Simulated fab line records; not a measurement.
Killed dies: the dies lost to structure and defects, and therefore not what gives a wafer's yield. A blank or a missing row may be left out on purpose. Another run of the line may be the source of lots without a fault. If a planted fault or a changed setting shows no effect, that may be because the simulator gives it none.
fab line records + flow n5Finfet
record:
- lots: 5
- wafers: 15
- lastDay: 15
route steps=1938 shown STI_FIN_REVEAL@197
lots with no fault: from the same line, run without faults
startH: start of the lot's first displayed wafer, in hours after the record's first day + waitH: hours since the lot's step before + " unchanged from the row above + L1.1+2: a single row standing in for several wafers + - no value, or no start given + * or withheld: withheld + < > ~ a bound
route shown NAME@n: a module of which the file shows steps, and the number in the route of the first + usual: the fault-free wafers' mean and standard deviation + same: alike in all rows + chamber/n: place in a boat + sites: readings site by site + _std_site: standard deviation of those values + _edge_site: outer sites' mean less inner sites' + radiusMm: how far each site lies from the wafer's centre + mask NAME#n: copy n + behind: the tool/chamber that last shaped the wafer + hold: why the lot went on hold/how many hours it stayed there/how the hold came to an end + device: names the non-switching transistor (n, p or np) + end of line: tests of these same wafers at the route's end + a step without rows: its recipe alone + killed: the dies lost at the first sort to structure and to defects; this is not the yield of the wafer + map: a wafer's dies, x killed, . not, _ none there
set.NAME: setting as actually run; set.NAME@STEP: the setting as run at that earlier step + model.NAME: the simulator's own value behind a step, which no gauge read
certain route steps with their lots: each step a table, each wafer a row
services: when a tool's chamber went out of use (startH, in hours from the record's first day, below 0 if earlier), for how many hours, and the reason
== steps ==
step: N5_STI_FIN_REVEAL_STRIP_16
recipe:
- chemistry: H3PO4
- material: SiNx
- tempC: 165
- targetDepthA: 238
- overetchFraction: 0.4964
- dry: ipaMarangoni
usual:
- bathHeatDutyPct: 27.2/2.9
- tempC: 165.00/0.17
| lot.wafer | tool        | chamber | startH | waitH | bathHeatDutyPct | tempC  |
|-----------|-------------|---------|--------|-------|-----------------|--------|
| L076.1    | wetBench-06 | 6       | 49.12  | 1.1   | 22.9            | 164.88 |
| L076.3    | "           | 5       | "      | "     | 25.8            | 164.93 |
| L076.6    | "           | 0       | "      | "     | 24.5            | 164.98 |
| L081.4    | wetBench-06 | 6       | 79.08  | 0.6   | 23.2            | 165.14 |
| L081.5    | "           | 2       | "      | "     | 28.1            | 164.86 |
| L081.6    | "           | 7       | "      | "     | 24.2            | 164.94 |
| L082.2    | wetBench-06 | 4       | 83.38  | 1.1   | 32.0            | 165.25 |
| L082.4    | "           | 2       | "      | "     | 28.8            | 165.17 |
| L082.6    | "           | 5       | "      | "     | 24.7            | 164.81 |
| L083.1    | wetBench-01 | 7       | 97.62  | 1.1   | 23.6            | 165.25 |
| L083.3    | "           | 4       | "      | "     | 29.1            | 164.79 |
| L083.4    | "           | 0       | "      | "     | 33.9            | 164.92 |
| L087.2    | wetBench-04 | 3       | 114.23 | 1.1   | 26.9            | 164.71 |
| L087.3    | "           | 5       | "      | "     | 27.5            | 165.21 |
| L087.6    | "           | 4       | "      | "     | 25.0            | 164.98 |
step: N5_STI_FIN_REVEAL_PRECLEAN_17
recipe:
- chemistry: NF3:NH3
- afsCycles: 1
- tempC: 30
- timeS: 20
- sublimationTempC: 180
- sublimationTimeS: 60
- pressureTorr: 3
- rfPowerW: 30
usual:
- tempC: 30.01/0.1
same:
- afsCycles: 1
| lot.wafer | tool            | chamber | startH | waitH | tempC |
|-----------|-----------------|---------|--------|-------|-------|
| L076.1    | remotePlasma-02 | 1       | 49.39  | 0.0   | 30.06 |
| L076.3    | "               | 1       | "      | "     | 29.90 |
| L076.6    | "               | 1       | "      | "     | 30.10 |
| L081.4    | remotePlasma-02 | 0       | 79.44  | 0.1   | 30.11 |
| L081.5    | "               | 0       | "      | "     | 29.99 |
| L081.6    | "               | 0       | "      | "     | 30.16 |
| L082.2    | remotePlasma-02 | 0       | 83.68  | 0.1   | 29.97 |
| L082.4    | "               | 0       | "      | "     | 30.00 |
| L082.6    | "               | 0       | "      | "     | 29.89 |
| L083.1    | remotePlasma-01 | 1       | 97.89  | 0.0   | 29.93 |
| L083.3    | "               | 1       | "      | "     | 29.97 |
| L083.4    | "               | 1       | "      | "     | 29.99 |
| L087.2    | remotePlasma-02 | 0       | 114.53 | 0.1   | 29.94 |
| L087.3    | "               | 0       | "      | "     | 30.10 |
| L087.6    | "               | 0       | "      | "     | 30.02 |
step: N5_STI_FIN_REVEAL_ETCH_34
recipe:
- chemistry: H2
- mode: isotropic
- material: Si
- target: Si
- targetDepthA: 9.7
- tempC: 20
- pressureMtorr: 4.5
- icpW: 300
- biasW: 0
- h2FlowSccm: 7.5
- heFlowSccm: 142.5
usual:
- drypumpMotorCurrentA: 5.6/0.52
- oesProductAu: 1.014/0.014
- tempC: 20.02/0.1
- throttleValvePct: 25.6/0.35
| lot.wafer | tool     | chamber | startH | waitH | drypumpMotorCurrentA | oesProductAu | rfHoursCounterH | tempC | throttleValvePct |
|-----------|----------|---------|--------|-------|----------------------|--------------|-----------------|-------|------------------|
| L076.1    | rieSi-06 | 0       | 49.65  | 0.2   | 4.9                  | 1.004        | 19              | 19.96 | 25.3             |
| L076.3    | "        | 3       | "      | "     | 4.8                  | 0.994        | 185             | 20.06 | 25.8             |
| L076.6    | "        | 2       | "      | "     | 6.3                  | 1.015        | -               | 20.09 | 26.0             |
| L081.4    | rieSi-06 | 0       | 79.55  | 0.1   | 4.9                  | 1.001        | 19              | 20.19 | 25.3             |
| L081.5    | "        | 0       | "      | "     | 4.9                  | 0.991        | -               | 20.11 | 25.3             |
| L081.6    | "        | 3       | "      | "     | 4.8                  | 0.999        | -               | 20.05 | 25.8             |
| L082.2    | rieSi-06 | 1       | 83.85  | 0.1   | 6.4                  | 1.044        | 84              | 20.02 | 25.4             |
| L082.4    | "        | 0       | "      | "     | 4.9                  | 0.996        | 20              | 20.04 | 25.3             |
| L082.6    | "        | 0       | "      | "     | 4.9                  | 1.000        | -               | 20.01 | 25.3             |
| L083.1    | rieSi-06 | 0       | 98.10  | 0.2   | 4.9                  | 1.008        | 20              | 20.18 | 25.3             |
| L083.3    | "        | 2       | "      | "     | 6.3                  | 1.016        | 82              | 20.08 | 26.1             |
| L083.4    | "        | 1       | "      | "     | 6.4                  | 1.044        | 84              | 20.10 | 25.4             |
| L087.2    | rieSi-04 | 2       | 114.70 | 0.1   | 5.6                  | 1.002        | 97              | 19.83 | 25.9             |
| L087.3    | "        | 0       | "      | "     | 5.4                  | 1.024        | 57              | 19.83 | 25.2             |
| L087.6    | "        | 2       | "      | "     | 5.5                  | 0.992        | -               | 19.99 | 25.9             |
step: N5_STI_FIN_REVEAL_OXIDATION_31
recipe:
- chemistry: O2_PLASMA_REMOTE
- tempC: 150
- timeS: 20
- pressureMtorr: 1000
- sourcePowerW: 2000
- o2FlowSccm: 3000
usual:
- drypumpMotorCurrentA: 5.8/0.43
- heaterPowerW: 143/12
- tempC: 149.99/0.15
| lot.wafer | tool           | chamber | startH | waitH | drypumpMotorCurrentA | heaterPowerW | rfHoursCounterH | tempC  |
|-----------|----------------|---------|--------|-------|----------------------|--------------|-----------------|--------|
| L076.1    | plasmaAsher-02 | 0       | 49.71  | 0.0   | 5.9                  | 142          | 85              | 150.01 |
| L076.3    | "              | 1       | "      | "     | 5.3                  | 156          | -               | 150.07 |
| L076.6    | "              | 1       | "      | "     | 5.3                  | 157          | -               | 150.07 |
| L081.4    | plasmaAsher-02 | 0       | 79.63  | 0.1   | 5.9                  | 141          | -               | 150.12 |
| L081.5    | "              | 1       | "      | "     | 5.3                  | 156          | -               | 149.98 |
| L081.6    | "              | 0       | "      | "     | 5.9                  | 141          | -               | 149.95 |
| L082.2    | plasmaAsher-02 | 1       | 83.91  | 0.0   | 5.3                  | 158          | 92              | 149.82 |
| L082.4    | "              | 1       | "      | "     | 5.3                  | 154          | -               | 149.96 |
| L082.6    | "              | 1       | "      | "     | 5.3                  | 161          | -               | 149.96 |
| L083.1    | plasmaAsher-02 | 0       | 98.16  | 0.0   | 5.9                  | 140          | 97              | 150.05 |
| L083.3    | "              | 0       | "      | "     | 5.9                  | 140          | -               | 150.06 |
| L083.4    | "              | 1       | "      | "     | 5.3                  | 152          | -               | 149.84 |
| L087.2    | plasmaAsher-02 | 0       | 114.76 | 0.0   | 5.9                  | 141          | 100             | 149.69 |
| L087.3    | "              | 1       | "      | "     | 5.3                  | 159          | -               | 149.88 |
| L087.6    | "              | 0       | "      | "     | 5.9                  | 141          | -               | 149.99 |
step: N5_STI_FIN_REVEAL_PRECLEAN_32
recipe:
- chemistry: NF3:NH3
- afsCycles: 1
- tempC: 30
- timeS: 20
- sublimationTempC: 180
- sublimationTimeS: 60
- pressureTorr: 3
- rfPowerW: 30
usual:
- tempC: 29.99/0.11
same:
- afsCycles: 1
| lot.wafer | tool            | chamber | startH | waitH | tempC |
|-----------|-----------------|---------|--------|-------|-------|
| L076.1    | remotePlasma-02 | 0       | 49.80  | 0.1   | 30.00 |
| L076.3    | "               | 0       | "      | "     | 30.13 |
| L076.6    | "               | 0       | "      | "     | 29.97 |
| L081.4    | remotePlasma-01 | 0       | 79.79  | 0.1   | 30.02 |
| L081.5    | "               | 0       | "      | "     | 30.05 |
| L081.6    | "               | 0       | "      | "     | 30.14 |
| L082.2    | remotePlasma-02 | 0       | 84.02  | 0.1   | 30.15 |
| L082.4    | "               | 0       | "      | "     | 30.09 |
| L082.6    | "               | 0       | "      | "     | 30.20 |
| L083.1    | remotePlasma-02 | 0       | 98.24  | 0.1   | 30.07 |
| L083.3    | "               | 0       | "      | "     | 29.98 |
| L083.4    | "               | 0       | "      | "     | 30.18 |
| L087.2    | remotePlasma-01 | 0       | 114.87 | 0.1   | 30.18 |
| L087.3    | "               | 0       | "      | "     | 30.03 |
| L087.6    | "               | 0       | "      | "     | 30.21 |
step: N5_STI_FIN_REVEAL_STRIP_35
recipe:
- chemistry: H3PO4
- material: Si3N4
- tempC: 165
- targetDepthA: 40
- timeS: 39
usual:
- bathHeatDutyPct: 27.1/2.8
- tempC: 164.98/0.14
| lot.wafer | tool        | chamber | startH | waitH | bathHeatDutyPct | tempC  |
|-----------|-------------|---------|--------|-------|-----------------|--------|
| L076.1    | wetBench-06 | 2       | 50.07  | 0.2   | 27.4            | 164.75 |
| L076.3    | "           | 5       | "      | "     | 26.0            | 165.11 |
| L076.6    | "           | 7       | "      | "     | 22.9            | 164.85 |
| L081.4    | wetBench-06 | 0       | 79.91  | 0.1   | 27.1            | 164.81 |
| L081.5    | "           | 1       | "      | "     | 27.4            | 164.88 |
| L081.6    | "           | 4       | "      | "     | 31.7            | 165.10 |
| L082.2    | wetBench-01 | 5       | 84.20  | 0.2   | 33.8            | 164.84 |
| L082.4    | "           | 0       | "      | "     | 31.8            | 165.06 |
| L082.6    | "           | 2       | "      | "     | 30.3            | 164.95 |
| L083.1    | wetBench-01 | 0       | 98.45  | 0.2   | 33.4            | 164.86 |
| L083.3    | "           | 3       | "      | "     | 35.0            | 164.84 |
| L083.4    | "           | 2       | "      | "     | 30.7            | 164.92 |
| L087.2    | wetBench-06 | 7       | 115.05 | 0.2   | 24.5            | 165.26 |
| L087.3    | "           | 6       | "      | "     | 23.8            | 164.97 |
| L087.6    | "           | 2       | "      | "     | 27.5            | 164.82 |
step: N5_STI_FIN_REVEAL_SRD_21
recipe:
- dry: ipaMarangoni
- timeS: 30
- tempC: 23
- rinseLiquid: diw
usual:
- bathHeatDutyPct: 3.7/0.56
- tempC: 23.01/0.1
| lot.wafer | tool        | chamber | startH | waitH | bathHeatDutyPct | tempC |
|-----------|-------------|---------|--------|-------|-----------------|-------|
| L076.1    | wetBench-06 | 2       | 50.08  | 0.0   | 3.6             | 23.04 |
| L076.3    | "           | 5       | "      | "     | 3.3             | 22.93 |
| L076.6    | "           | 7       | "      | "     | 3.5             | 22.85 |
| L081.4    | wetBench-06 | 0       | 79.92  | 0.0   | 3.7             | 23.10 |
| L081.5    | "           | 1       | "      | "     | 3.5             | 22.99 |
| L081.6    | "           | 4       | "      | "     | 4.6             | 23.13 |
| L082.2    | wetBench-01 | 5       | 84.22  | 0.0   | 4.2             | 23.08 |
| L082.4    | "           | 0       | "      | "     | 4.7             | 23.11 |
| L082.6    | "           | 2       | "      | "     | 3.9             | 23.03 |
| L083.1    | wetBench-01 | 0       | 98.46  | 0.0   | 5.2             | 22.89 |
| L083.3    | "           | 3       | "      | "     | 4.5             | 23.08 |
| L083.4    | "           | 2       | "      | "     | 4.2             | 22.94 |
| L087.2    | wetBench-06 | 7       | 115.07 | 0.0   | 3.5             | 23.13 |
| L087.3    | "           | 6       | "      | "     | 2.9             | 23.09 |
| L087.6    | "           | 2       | "      | "     | 4.2             | 22.94 |
step: N5_STI_FIN_REVEAL_OXIDATION_33
recipe:
- chemistry: O2_PLASMA_REMOTE
- tempC: 150
- timeS: 20
- pressureMtorr: 1000
- sourcePowerW: 2000
- o2FlowSccm: 3000
usual:
- drypumpMotorCurrentA: 5.9/0.47
- heaterPowerW: 139/13
- tempC: 150.01/0.15
| lot.wafer | tool           | chamber | startH | waitH | drypumpMotorCurrentA | heaterPowerW | rfHoursCounterH | tempC  |
|-----------|----------------|---------|--------|-------|----------------------|--------------|-----------------|--------|
| L076.1    | plasmaAsher-01 | 1       | 50.13  | 0.0   | 5.8                  | 139          | 28              | 149.96 |
| L076.3    | "              | 1       | "      | "     | 5.8                  | 146          | -               | 150.08 |
| L076.6    | "              | 1       | "      | "     | 5.8                  | 140          | -               | 149.64 |
| L081.4    | plasmaAsher-01 | 1       | 79.98  | 0.0   | 5.8                  | 144          | -               | 150.11 |
| L081.5    | "              | 1       | "      | "     | 5.8                  | 146          | -               | 150.20 |
| L081.6    | "              | 0       | "      | "     | 6.6                  | 121          | -               | 149.99 |
| L082.2    | plasmaAsher-01 | 1       | 84.26  | 0.0   | 5.8                  | 143          | 34              | 150.11 |
| L082.4    | "              | 1       | "      | "     | 5.8                  | 141          | -               | 150.06 |
| L082.6    | "              | 0       | "      | "     | 6.6                  | 122          | -               | 150.10 |
| L083.1    | plasmaAsher-01 | 0       | 98.51  | 0.0   | 6.6                  | 122          | 35              | 149.89 |
| L083.3    | "              | 0       | "      | "     | 6.6                  | 120          | -               | 149.94 |
| L083.4    | "              | 1       | "      | "     | 5.8                  | 143          | -               | 150.12 |
| L087.2    | plasmaAsher-02 | 0       | 115.11 | 0.0   | 5.9                  | 138          | 100             | 149.96 |
| L087.3    | "              | 0       | "      | "     | 5.9                  | 139          | -               | 150.08 |
| L087.6    | "              | 0       | "      | "     | 5.9                  | 138          | -               | 150.04 |
step: N5_STI_FIN_REVEAL_CLEAN_19
recipe:
- chemistry: O3/DIW
- tempC: 25
- timeS: 120
- o3Ppm: 10
usual:
- bathHeatDutyPct: 6.2/0.79
- tempC: 24.99/0.11
| lot.wafer | tool        | chamber | startH | waitH | bathHeatDutyPct | tempC |
|-----------|-------------|---------|--------|-------|-----------------|-------|
| L076.1    | wetBench-06 | 7       | 50.21  | 0.1   | 5.3             | 25.24 |
| L076.3    | "           | 1       | "      | "     | 6.0             | 25.11 |
| L076.6    | "           | 3       | "      | "     | 6.4             | 25.02 |
| L081.4    | wetBench-04 | 6       | 80.05  | 0.0   | 6.3             | 24.88 |
| L081.5    | "           | 3       | "      | "     | 5.8             | 24.85 |
| L081.6    | "           | 0       | "      | "     | 5.5             | 24.95 |
| L082.2    | wetBench-06 | 7       | 84.35  | 0.1   | 5.3             | 24.83 |
| L082.4    | "           | 5       | "      | "     | 6.2             | 25.12 |
| L082.6    | "           | 0       | "      | "     | 6.4             | 25.08 |
| L083.1    | wetBench-01 | 4       | 98.60  | 0.1   | 7.0             | 24.87 |
| L083.3    | "           | 7       | "      | "     | 6.6             | 24.90 |
| L083.4    | "           | 5       | "      | "     | 8.8             | 25.03 |
| L087.2    | wetBench-01 | 3       | 115.20 | 0.1   | 7.7             | 24.97 |
| L087.3    | "           | 5       | "      | "     | 7.6             | 25.05 |
| L087.6    | "           | 2       | "      | "     | 6.2             | 24.92 |
== services ==
| tool           | chamber | startH | hours | kind          |
|----------------|---------|--------|-------|---------------|
| plasmaAsher-02 | -       | 38.40  | 1.0   | repair        |
| rieSi-06       | -       | 45.21  | 0.7   | repair        |
| rieSi-04       | 1       | 58.11  | -     | clean         |
| rieSi-04       | 1       | 58.11  | 19.2  | scheduledDown |
| rieSi-04       | 1       | 58.11  | 19.2  | ventCycle     |
| plasmaAsher-01 | -       | 89.33  | 6.2   | repair        |
| rieSi-06       | 0       | 98.38  | 8.0   | repair        |
== key ==
fault none
